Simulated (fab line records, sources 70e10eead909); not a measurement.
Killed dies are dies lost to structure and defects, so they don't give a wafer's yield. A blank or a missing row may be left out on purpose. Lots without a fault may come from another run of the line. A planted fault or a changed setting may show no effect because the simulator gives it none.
Which tool did it? | flow nand_harc | 20 lots, 60 wafers sampled, at 6 steps of a route of 1302

WHAT THE GAUGES READ, wafer by wafer
The record holds no reading of a measuring or inspecting step that can be judged against a usual standard deviation.

WHICH TOOL RAN EACH LOT (tool, then ch and the chambers of the sampled wafers, then the start)
lot  | NHARC_P_GATE_ETCHBACK_37                      | NHARC_P_CONTACT_DESCUM_17          | NHARC_P_CONTACT_ETCH_18                       | NHARC_P_M1_ETCH_35                 | NHARC_P_M1_ETCH_28               | NHARC_P_M1_PVD_20
L074 | rie_diel-11 ch 0,1,3, day 5 18:33 or earlier  | rie_diel-05 ch 1,3, day 5 18:33    | rie_diel-05 ch 0,1, day 6 03:10 or earlier    | rie_diel-12 ch 2,3, day 6 03:10    | rie_diel-13 ch 0,1,3, no start   | pvd_sputter-02, no start
L075 | rie_diel-11 ch 0,2, day 6 12:28 or earlier    | rie_diel-10 ch 0,1,2, day 6 12:28  | rie_diel-10 ch 0,2,3, day 6 20:41 or earlier  | rie_diel-13 ch 0,1,2, day 6 20:41  | rie_diel-12 ch 0,2, no start     | pvd_sputter-01, no start
L076 | rie_diel-06 ch 0,1,3, day 6 14:50 or earlier  | rie_diel-10 ch 0,2,3, day 6 14:50  | rie_diel-10 ch 2,3, day 7 00:12 or earlier    | rie_diel-12 ch 0,1, day 7 00:12    | rie_diel-12 ch 0,3, no start     | pvd_sputter-02, no start
L078 | rie_diel-03 ch 1,2,3, day 7 15:26 or earlier  | rie_diel-10 ch 0,1,3, day 7 15:26  | rie_diel-10 ch 0,1, day 8 00:10 or earlier    | rie_diel-07 ch 2,3, day 8 00:10    | rie_diel-12 ch 1,2, no start     | pvd_sputter-02, no start
L079 | rie_diel-03 ch 0,1, day 7 20:08 or earlier    | rie_diel-10 ch 0,1,2, day 7 20:08  | rie_diel-10 ch 0,1,2, day 8 04:29 or earlier  | rie_diel-12 ch 0,1,2, day 8 04:29  | rie_diel-12 ch 0,1,2, no start   | pvd_sputter-01, no start
L080 | rie_diel-06 ch 0,1,3, day 8 08:06 or earlier  | rie_diel-01 ch 0,1,3, day 8 08:06  | rie_diel-01 ch 0,3, day 8 16:25 or earlier    | rie_diel-12 ch 0,1, day 8 16:25    | rie_diel-12 ch 0,1, no start     | pvd_sputter-03, no start
L081 | rie_diel-11 ch 0,2,3, day 8 18:45 or earlier  | rie_diel-05 ch 0,1,2, day 8 18:45  | rie_diel-05 ch 0,1,3, day 9 02:49 or earlier  | rie_diel-13 ch 0,1,2, day 9 02:49  | rie_diel-12 ch 0,2,3, no start   | pvd_sputter-03, no start
L083 | rie_diel-06 ch 0,2,3, day 9 20:37 or earlier  | rie_diel-05 ch 0,1,3, day 9 20:37  | rie_diel-05 ch 0,1, day 10 04:55 or earlier   | rie_diel-07 ch 0,2,3, day 10 04:55 | rie_diel-13 ch 0,2,3, no start   | pvd_sputter-03, no start
L084 | rie_diel-11 ch 0,3, day 9 22:22 or earlier    | rie_diel-10 ch 0,1,3, day 9 22:22  | rie_diel-10 ch 0,2,3, day 10 07:10 or earlier | rie_diel-12 ch 1,2,3, day 10 07:10 | rie_diel-13 ch 0,1, no start     | pvd_sputter-03, no start
L085 | rie_diel-11 ch 0,2, day 10 11:08 or earlier   | rie_diel-01 ch 0,1,3, day 10 11:08 | rie_diel-01 ch 2,3, day 10 19:25 or earlier   | rie_diel-13 ch 0,1,2, day 10 19:25 | rie_diel-12 ch 0,2, no start     | pvd_sputter-01, no start
L089 | rie_diel-11 ch 1,3, day 12 00:01 or earlier   | rie_diel-05 ch 0,1, day 12 00:01   | rie_diel-05 ch 1,2,3, day 12 08:16 or earlier | rie_diel-13 ch 2,3, day 12 08:16   | rie_diel-13 ch 1,2,3, no start   | pvd_sputter-03, no start
L088 | rie_diel-11 ch 1,2,3, day 12 00:45 or earlier | rie_diel-10 ch 0,3, day 12 00:45   | rie_diel-10 ch 0,1,2, day 12 09:10 or earlier | rie_diel-13 ch 0,2,3, day 12 09:10 | rie_diel-13 ch 0,1, no start     | pvd_sputter-01, no start
L090 | rie_diel-03 ch 1,3, day 12 12:47 or earlier   | rie_diel-05 ch 0,3, day 12 12:47   | rie_diel-05 ch 1,2,3, day 12 20:57 or earlier | rie_diel-12 ch 0,1, day 12 20:57   | rie_diel-13 ch 0,1,2, no start   | pvd_sputter-03, no start
L091 | rie_diel-03 ch 1,2,3, day 12 23:59 or earlier | rie_diel-05 ch 0,2,3, day 12 23:59 | rie_diel-05 ch 0,1,3, day 13 08:23 or earlier | rie_diel-12 ch 0,1,3, day 13 08:23 | rie_diel-12 ch 0,2,3, no start   | pvd_sputter-03, no start
L092 | rie_diel-06 ch 0,1,2, day 13 12:56 or earlier | rie_diel-05 ch 0,1,3, day 13 12:56 | rie_diel-05 ch 0,1,3, day 13 21:19 or earlier | rie_diel-13 ch 1,2, day 13 21:19   | rie_diel-12 ch 2,3, no start     | pvd_sputter-01, no start
L093 | rie_diel-03 ch 1,2, day 13 23:56 or earlier   | rie_diel-10 ch 1,2, day 13 23:56   | rie_diel-10 ch 1,2, day 14 07:59 or earlier   | rie_diel-12 ch 1,2,3, day 14 07:59 | rie_diel-12 ch 2,3, no start     | pvd_sputter-01, no start
L094 | rie_diel-06 ch 0,1,2, day 14 00:49 or earlier | rie_diel-05 ch 0,1,3, day 14 00:49 | rie_diel-05 ch 0,1,3, day 14 09:16 or earlier | rie_diel-13 ch 0,2, day 14 09:16   | rie_diel-12 ch 0,1,2, no start   | pvd_sputter-02, no start
L095 | rie_diel-06 ch 2,3, day 14 18:37 or earlier   | rie_diel-01 ch 0,2, day 14 18:37   | rie_diel-01 ch 2,3, day 15 03:08 or earlier   | rie_diel-13 ch 1,3, day 15 03:08   | rie_diel-12 ch 0,1,3, no start   | pvd_sputter-01, no start
L096 | rie_diel-06 ch 0,1,2, day 14 23:25 or earlier | rie_diel-05 ch 0,1,3, day 14 23:25 | rie_diel-05 ch 2,3, day 15 08:30 or earlier   | rie_diel-07 ch 0,1,3, day 15 08:30 | rie_diel-12 ch 1,2, no start     | pvd_sputter-02, no start
L097 | rie_diel-11 ch 0,3, day 15 08:59 or earlier   | rie_diel-05 ch 0,2,3, day 15 08:59 | rie_diel-05 ch 0,2, day 15 17:50 or earlier   | rie_diel-12 ch 1,2,3, day 15 17:50 | rie_diel-13 ch 0,1, day 15 18:31 | pvd_sputter-02, no start
- NHARC_P_GATE_ETCHBACK_37: etches the open film in CHF3/O2, target depth 34.5 nm, time 17.2 s.
- NHARC_P_CONTACT_DESCUM_17: chemistry O2, time 3 s.
- NHARC_P_CONTACT_ETCH_18: etches the open film in C4F8/O2/Ar, target depth 481 nm, time 240.5 s.
- NHARC_P_M1_ETCH_35: etches the open film in N2/H2, target depth 40 nm, overetch 12 nm, time 43.94 s.
- NHARC_P_M1_ETCH_28: etches the open film in CF4/N2, target depth 30 nm, time 72.99 s.
- NHARC_P_M1_PVD_20: deposits TaN, target thk 5 nm, time 8.06 s.

WHAT THE TOOLS THEMSELVES READ (means of the sampled wafers that have a number; where no wafer has one, the mark that the record gives instead)
NHARC_P_GATE_ETCHBACK_37.
lot  | tool        | drypump_motor_current_A (A) | mfc_ar_sccm (sccm) | oes_product_au (a.u.) | rf_vpp_V (V) | showerhead_plenum_p_Torr (Torr) | throttle_valve_pct (%)
L074 | rie_diel-11 | 6.0                         | 199.6              | 0.91                  | 372.8        | 2.46                            | 20.564
L075 | rie_diel-11 | 5.9                         | 199.2              | 0.92                  | 372.4        | 2.52                            | 20.577
L076 | rie_diel-06 | 5.7                         | 200.1              | 1.00                  | 371.6        | 2.45                            | 20.574
L078 | rie_diel-03 | 5.5                         | 199.9              | 0.99                  | 371.4        | 2.45                            | 20.567
L079 | rie_diel-03 | 5.6                         | 200.4              | 1.00                  | 370.9        | 2.41                            | 20.560
L080 | rie_diel-06 | 5.8                         | 200.1              | 0.91                  | 371.2        | 2.45                            | 20.561
L081 | rie_diel-11 | 5.9                         | 199.9              | 1.01                  | 372.1        | 2.47                            | 20.568
L083 | rie_diel-06 | 6.0                         | 200.7              | 0.94                  | 370.4        | 2.42                            | 20.568
L084 | rie_diel-11 | 5.9                         | 200.1              | 1.00                  | 371.5        | 2.41                            | 20.569
L085 | rie_diel-11 | 5.8                         | 199.5              | 0.92                  | 373.9        | 2.53                            | 20.579
L089 | rie_diel-11 | 6.1                         | 200.0              | 0.92                  | 371.7        | 2.46                            | 20.573
L088 | rie_diel-11 | 6.0                         | 200.2              | 1.00                  | 371.9        | 2.47                            | 20.566
L090 | rie_diel-03 | 5.1                         | 199.6              | 0.93                  | 371.6        | 2.45                            | 20.567
L091 | rie_diel-03 | 5.6                         | 200.2              | 0.93                  | 372.0        | 2.45                            | 20.569
L092 | rie_diel-06 | 5.9                         | 200.0              | 0.97                  | 371.8        | 2.45                            | 20.564
L093 | rie_diel-03 | 6.0                         | 199.9              | 0.95                  | 371.4        | 2.45                            | 20.582
L094 | rie_diel-06 | 5.9                         | 200.2              | 0.92                  | 372.6        | 2.45                            | 20.575
L095 | rie_diel-06 | 6.0                         | 199.8              | 0.99                  | 371.0        | 2.36                            | 20.569
L096 | rie_diel-06 | 5.9                         | 200.6              | 0.98                  | 371.2        | 2.46                            | 20.574
L097 | rie_diel-11 | 5.9                         | 199.7              | 1.00                  | 371.0        | 2.41                            | 20.570

NHARC_P_CONTACT_DESCUM_17.
lot  | tool        | drypump_motor_current_A (A) | mfc_ar_sccm (sccm) | oes_product_au (a.u.) | rf_vpp_V (V) | showerhead_plenum_p_Torr (Torr) | throttle_valve_pct (%)
L074 | rie_diel-05 | 6.1                         | 0.002              | 0.997                 | 57.4         | 1.83                            | 11.314
L075 | rie_diel-10 | 5.8                         | 0.010              | 0.998                 | 57.3         | 1.98                            | 11.317
L076 | rie_diel-10 | 6.0                         | 0.016              | 1.007                 | 58.5         | 1.98                            | 11.309
L078 | rie_diel-10 | 5.6                         | 0.006              | 0.996                 | 57.9         | 2.00                            | 11.304
L079 | rie_diel-10 | 5.8                         | 0.010              | 0.998                 | 57.1         | 1.98                            | 11.310
L080 | rie_diel-01 | 5.7                         | 0.002              | 1.003                 | 57.6         | 1.85                            | 11.319
L081 | rie_diel-05 | 5.6                         | 0.007              | 1.001                 | 57.0         | 1.88                            | 11.306
L083 | rie_diel-05 | 6.0                         | 0.002              | 0.998                 | 57.8         | 1.88                            | 11.312
L084 | rie_diel-10 | 5.6                         | 0.006              | 0.994                 | 58.5         | 2.00                            | 11.309
L085 | rie_diel-01 | 5.7                         | 0.002              | 1.003                 | 58.4         | 1.85                            | 11.302
L089 | rie_diel-05 | 5.9                         | 0.002              | 0.993                 | 56.6         | 1.93                            | 11.319
L088 | rie_diel-10 | 6.2                         | 0.007              | 1.006                 | 58.3         | 1.93                            | 11.302
L090 | rie_diel-05 | 5.9                         | 0.000              | 0.996                 | 57.6         | 1.86                            | 11.308
L091 | rie_diel-05 | 5.5                         | 0.005              | 1.003                 | 57.4         | 1.85                            | 11.310
L092 | rie_diel-05 | 6.0                         | 0.002              | 1.000                 | 57.2         | 1.88                            | 11.306
L093 | rie_diel-10 | 5.7                         | 0.019              | 0.994                 | 58.0         | 2.02                            | 11.317
L094 | rie_diel-05 | 6.0                         | 0.002              | 0.998                 | 57.9         | 1.87                            | 11.305
L095 | rie_diel-01 | 5.4                         | 0.000              | 0.994                 | 58.6         | 1.94                            | 11.309
L096 | rie_diel-05 | 6.0                         | 0.002              | 1.004                 | 58.1         | 1.87                            | 11.311
L097 | rie_diel-05 | 5.6                         | 0.005              | 1.003                 | 57.7         | 1.85                            | 11.310

NHARC_P_CONTACT_ETCH_18.
lot  | tool        | oes_product_au (a.u.) | rf_vpp_V (V)
L074 | rie_diel-05 | 0.951                 | 981
L075 | rie_diel-10 | 0.955                 | 982
L076 | rie_diel-10 | 0.962                 | 985
L078 | rie_diel-10 | 0.968                 | 979
L079 | rie_diel-10 | 0.968                 | 983
L080 | rie_diel-01 | 0.971                 | 972
L081 | rie_diel-05 | 0.948                 | 975
L083 | rie_diel-05 | 0.924                 | 977
L084 | rie_diel-10 | 0.976                 | 983
L085 | rie_diel-01 | 0.963                 | 975
L089 | rie_diel-05 | 0.926                 | 972
L088 | rie_diel-10 | 0.973                 | 982
L090 | rie_diel-05 | 0.975                 | 972
L091 | rie_diel-05 | 0.924                 | 976
L092 | rie_diel-05 | 0.969                 | 976
L093 | rie_diel-10 | 0.953                 | 986
L094 | rie_diel-05 | 0.920                 | 976
L095 | rie_diel-01 | 0.972                 | 980
L096 | rie_diel-05 | 0.972                 | 970
L097 | rie_diel-05 | 0.940                 | 978

NHARC_P_M1_ETCH_35.
lot  | tool        | drypump_motor_current_A (A) | h2_flow_sccm (sccm) | mfc_ar_sccm (sccm) | oes_product_au (a.u.) | rf_vpp_V (V) | showerhead_plenum_p_Torr (Torr) | throttle_valve_pct (%)
L074 | rie_diel-12 | 6.4                         | 149.8               | 0.009              | 1.001                 | 427.8        | 1.96                            | 14.165
L075 | rie_diel-13 | 6.2                         | 149.7               | 0.000              | 1.005                 | 431.2        | 2.06                            | 14.176
L076 | rie_diel-12 | 5.9                         | 150.1               | 0.000              | 1.009                 | 430.4        | 2.06                            | 14.170
L078 | rie_diel-07 | 5.7                         | 150.1               | 0.006              | 1.001                 | 431.3        | 2.07                            | 14.167
L079 | rie_diel-12 | 6.1                         | 150.0               | 0.004              | 0.996                 | 430.6        | 2.02                            | 14.172
L080 | rie_diel-12 | 6.1                         | 150.6               | 0.000              | 1.003                 | 432.4        | 2.10                            | 14.175
L081 | rie_diel-13 | 6.2                         | 150.1               | 0.000              | 0.998                 | 431.3        | 2.06                            | 14.173
L083 | rie_diel-07 | 5.8                         | 149.7               | 0.006              | 0.996                 | 432.5        | 2.10                            | 14.168
L084 | rie_diel-12 | 6.2                         | 149.8               | 0.005              | 1.008                 | 428.9        | 1.99                            | 14.170
L085 | rie_diel-13 | 6.2                         | 149.9               | 0.000              | 1.002                 | 430.6        | 2.06                            | 14.171
L089 | rie_diel-13 | 5.8                         | 149.8               | 0.019              | 1.005                 | 433.1        | 2.14                            | 14.177
L088 | rie_diel-13 | 6.0                         | 149.9               | 0.010              | 1.003                 | 431.6        | 2.08                            | 14.171
L090 | rie_diel-12 | 6.0                         | 150.5               | 0.000              | 0.992                 | 431.9        | 2.10                            | 14.172
L091 | rie_diel-12 | 6.1                         | 150.2               | 0.002              | 1.004                 | 431.3        | 2.07                            | 14.166
L092 | rie_diel-13 | 5.9                         | 150.2               | 0.000              | 1.003                 | 431.8        | 2.08                            | 14.168
L093 | rie_diel-12 | 6.2                         | 149.8               | 0.005              | 0.993                 | 429.3        | 1.98                            | 14.166
L094 | rie_diel-13 | 6.2                         | 150.8               | 0.000              | 1.000                 | 429.9        | 2.00                            | 14.172
L095 | rie_diel-13 | 6.2                         | 150.0               | 0.010              | 1.006                 | 432.9        | 2.16                            | 14.168
L096 | rie_diel-07 | 5.8                         | 149.6               | 0.013              | 1.010                 | 432.1        | 2.08                            | 14.162
L097 | rie_diel-12 | 6.2                         | 150.2               | 0.005              | 1.000                 | 428.6        | 1.98                            | 14.170

NHARC_P_M1_ETCH_28.
lot  | tool        | drypump_motor_current_A (A) | mfc_ar_sccm (sccm) | oes_product_au (a.u.) | rf_vpp_V (V) | showerhead_plenum_p_Torr (Torr) | throttle_valve_pct (%)
L074 | rie_diel-13 | 6.2                         | 150.0              | 1.000                 | 315.3        | 2.70                            | 19.789
L075 | rie_diel-12 | 6.3                         | 150.4              | 1.003                 | 312.2        | 2.57                            | 19.799
L076 | rie_diel-12 | 6.4                         | 150.0              | 1.002                 | 314.7        | 2.69                            | 19.794
L078 | rie_diel-12 | 6.1                         | 149.7              | 1.004                 | 313.1        | 2.51                            | 19.793
L079 | rie_diel-12 | 6.1                         | 149.9              | 1.009                 | 312.6        | 2.60                            | 19.802
L080 | rie_diel-12 | 6.1                         | 149.8              | 1.007                 | 315.2        | 2.70                            | 19.793
L081 | rie_diel-12 | 6.3                         | 150.1              | 1.000                 | 314.3        | 2.62                            | 19.779
L083 | rie_diel-13 | 6.1                         | 150.1              | 1.009                 | 315.3        | 2.67                            | 19.793
L084 | rie_diel-13 | 6.4                         | 150.0              | 0.994                 | 314.5        | 2.68                            | 19.804
L085 | rie_diel-12 | 6.3                         | 150.2              | 1.002                 | 314.3        | 2.66                            | 19.800
L089 | rie_diel-13 | 6.0                         | 150.1              | 1.003                 | 315.5        | 2.73                            | 19.791
L088 | rie_diel-13 | 6.5                         | 150.0              | 1.000                 | 314.0        | 2.62                            | 19.791
L090 | rie_diel-13 | 6.2                         | 149.8              | 0.997                 | 315.2        | 2.65                            | 19.793
L091 | rie_diel-12 | 6.4                         | 150.0              | 0.993                 | 314.4        | 2.62                            | 19.795
L092 | rie_diel-12 | 6.4                         | 150.1              | 0.991                 | 312.4        | 2.52                            | 19.787
L093 | rie_diel-12 | 6.4                         | 150.0              | 0.997                 | 311.7        | 2.52                            | 19.799
L094 | rie_diel-12 | 6.1                         | 149.9              | 1.000                 | 313.7        | 2.60                            | 19.792
L095 | rie_diel-12 | 6.2                         | 149.8              | 0.992                 | 314.1        | 2.66                            | 19.796
L096 | rie_diel-12 | 6.1                         | 150.7              | 0.997                 | 311.7        | 2.50                            | 19.789
L097 | rie_diel-13 | 6.5                         | 149.7              | 0.999                 | 313.6        | 2.62                            | 19.799

NHARC_P_M1_PVD_20.
lot  | tool           | cathode_dc_power_W (W) | throttle_valve_pct (%)
L074 | pvd_sputter-02 | 14998                  | 30.2
L075 | pvd_sputter-01 | 15004                  | 29.4
L076 | pvd_sputter-02 | 14999                  | 29.9
L078 | pvd_sputter-02 | 15000                  | 29.5
L079 | pvd_sputter-01 | 15000                  | 28.8
L080 | pvd_sputter-03 | 14997                  | 29.8
L081 | pvd_sputter-03 | 14997                  | 29.7
L083 | pvd_sputter-03 | 15002                  | 28.4
L084 | pvd_sputter-03 | 15000                  | 29.5
L085 | pvd_sputter-01 | 15001                  | 29.0
L089 | pvd_sputter-03 | 15000                  | 30.8
L088 | pvd_sputter-01 | 15002                  | 28.8
L090 | pvd_sputter-03 | 14999                  | 30.5
L091 | pvd_sputter-03 | 15002                  | 30.5
L092 | pvd_sputter-01 | 15001                  | 29.6
L093 | pvd_sputter-01 | 14999                  | 30.0
L094 | pvd_sputter-02 | 14999                  | 29.9
L095 | pvd_sputter-01 | 14998                  | 28.9
L096 | pvd_sputter-02 | 15001                  | 30.0
L097 | pvd_sputter-02 | 15000                  | 30.5

THE ANSWER, worked out from the rows above alone
Rule: what is usual is taken from the lots themselves. Put in order of their means at a reading, lots are off if they are a third of the lots or fewer, leave a main group of 4 or more, and stand apart from it by a gap of 3 or more times the standard deviation of the main group's means; of several such gaps the widest counts. A main group whose means are all the same, to the digits that the tables above print for the reading, isn't used. A lot without any number at a reading at which 4 lots or more have one is off too. The other lots that the step has rows for count as sound. The gauges are gone through in route order, then the tools' own readings, and for those a lot's mean is taken as printed above. The first step at which some lot is off is used, and at that step the reading that is off furthest; a lot without a number counts as furthest.
No lot is off at any reading shown: from this, nothing can be told.

WHAT THE SIMULATOR HAD PUT IN
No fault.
